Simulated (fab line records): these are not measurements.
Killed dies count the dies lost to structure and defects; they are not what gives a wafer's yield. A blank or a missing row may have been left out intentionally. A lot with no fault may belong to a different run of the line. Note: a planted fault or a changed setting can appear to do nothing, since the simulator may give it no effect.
Struck lot and sound lot, side by side ; flow n5_finfet ; 40 steps out of a route of 1938
Sound: the wafers L261.1, L261.2, L261.4. Struck: wafer L249.1 (L249.2, L249.6, from the same lot, were not struck and are left out); the cause is given at the end.
For every step that has rows: the tool of each side, followed by ch and its chambers, followed by its first start. Under that, the readings that differ: sound wafers ; struck wafers ; difference of the means ; sigmas: that difference in standard deviations of wafers without a fault.
alike: readings whose means differ by less than 2 such deviations, and words and numbers that are the same on both sides. not compared: withheld readings, readings that some wafer has no value for, bounds like >300 that may hide the same value, and numbers for which the record gives no deviation and whose values overlap.
A row with sigmas, a row that says differs or no value, or rows on one side alone: a step with any of these is where the two part. When numbers do not overlap yet have no deviation, they are printed without sigmas and do not part them. A reading that every wafer of one side lacks parts them only if that side has two wafers or more.

first, 11 steps without rows for these wafers: N5_BEOL_M3_DESCUM_33 (chemistry O2, time 7 s); N5_BEOL_M3_ETCH_77 (etches underlayer in N2/H2, target depth 6.5 nm, time 5.2 s); N5_BEOL_M3_ETCH_69 (etches SiARC in CF4, target depth 15.6 nm, time 26 s); N5_BEOL_M3_ALD_98 (deposits SiO2, target thk 2.5 nm, pulse time 1 s, co reactant pulse time 1 s); N5_BEOL_M3_ETCHBACK_99 (etches SiO2 in CHF3, target depth 5 nm, time 10.4 s); N5_BEOL_M3_ETCH_70 (etches SOC in N2/H2, target depth 80 nm, overetch 16 nm, time 120 s); N5_BEOL_M3_STRIP_71 (strips in N2/H2); N5_BEOL_M3_STRIP_78 (strips in N2/H2); N5_BEOL_M3_VIA_ETCH_34 (etches the open film in C4F6/O2, target depth 69.4 nm, time 65.9 s); N5_BEOL_M3_STRIP_83 (strips in C4F6/O2); N5_BEOL_M3_STRIP_36 (strips in N2/H2).
N5_BEOL_M3_TRENCH_ETCH_37: etches SiOC in C4F6/O2, target depth 55.555 nm, time 29.2 s.
  sound on rie_diel-03 ch 0,1,2, day 12 19:36; struck on rie_diel-04 ch 2, day 9 11:18
reading;sound;struck;difference;sigmas
rf_hours_counter_h (h);39 211 8;226;+140;
  alike: C4F6_flow_sccm, drypump_motor_current_A, oes_ar_750_au, oes_product_au, rf_vpp_V, showerhead_plenum_p_Torr, throttle_valve_pct
then, 27 steps without rows for these wafers: N5_BEOL_M3_ETCH_41 (etches SiCN in CH3F/O2, target depth 29.9 nm, time 52.5 s); N5_BEOL_M3_STRIP_97 (strips in N2/H2, time 10 s); N5_BEOL_M3_HM_STRIP_39 (strips TiN in peroxide tin strip, target depth 25 nm, time 158 s); N5_BEOL_M3_SRD_40 (time 30 s); N5_BEOL_M3_PRECLEAN_42 (cleans in residue remover, time 60 s); N5_BEOL_M3_SRD_43 (time 30 s); N5_BEOL_M3_DEGAS_44 (time 60 s); N5_BEOL_M3_PRE_CLEAN_45 (time 30 s); N5_BEOL_M3_ALD_84 (deposits TaN, pulse time 2 s, purge time 3 s, co reactant purge time 2 s); N5_BEOL_M3_SURFACE_TREAT_85; N5_BEOL_M3_CVD_47 (deposits Co from CCTBA/H2, target thk 3 nm, time 223.8 s); N5_BEOL_M3_SPUTTER_48 (material Cu, target thk 4.5 nm, time 8.29 s); N5_BEOL_M3_ANNEAL_49 (time 240 s); N5_BEOL_M3_SPUTTER_79 (material Cu, target thk 4.5 nm, time 8.29 s); N5_BEOL_M3_ANNEAL_80 (time 240 s); N5_BEOL_M3_SPUTTER_81 (material Cu, target thk 4.5 nm, time 8.29 s); N5_BEOL_M3_ANNEAL_82 (time 240 s); N5_BEOL_M3_SPUTTER_86 (material Cu, target thk 4.5 nm, time 8.29 s); N5_BEOL_M3_ANNEAL_87 (time 240 s); N5_BEOL_M3_SPUTTER_88 (material Cu, target thk 4.5 nm, time 8.29 s); N5_BEOL_M3_ANNEAL_89 (time 240 s); N5_BEOL_M3_SPUTTER_90 (material Cu, target thk 4.5 nm, time 8.29 s); N5_BEOL_M3_ANNEAL_91 (time 240 s); N5_BEOL_M3_SPUTTER_92 (material Cu, target thk 4.5 nm, time 8.29 s); N5_BEOL_M3_ANNEAL_93 (time 240 s); N5_BEOL_M3_SPUTTER_94 (material Cu, target thk 4.5 nm, time 8.29 s); N5_BEOL_M3_ANNEAL_95 (time 240 s).
-- a jump in the record: the struck wafers' starts before and after are 4 days apart (it breaks off in module BEOL_M3 and resumes in module PASSIVATION, where the first step shown is number 1936 of the route) --
N5_PASSIVATION_PROBE_49:
  rows exist in the record for the struck wafers here (prober-01, day 13 17:13), but not for the sound ones

## WHERE THEY PART
Within this record, at N5_PASSIVATION_PROBE_49 only.

WHY: what had been put in by the simulator
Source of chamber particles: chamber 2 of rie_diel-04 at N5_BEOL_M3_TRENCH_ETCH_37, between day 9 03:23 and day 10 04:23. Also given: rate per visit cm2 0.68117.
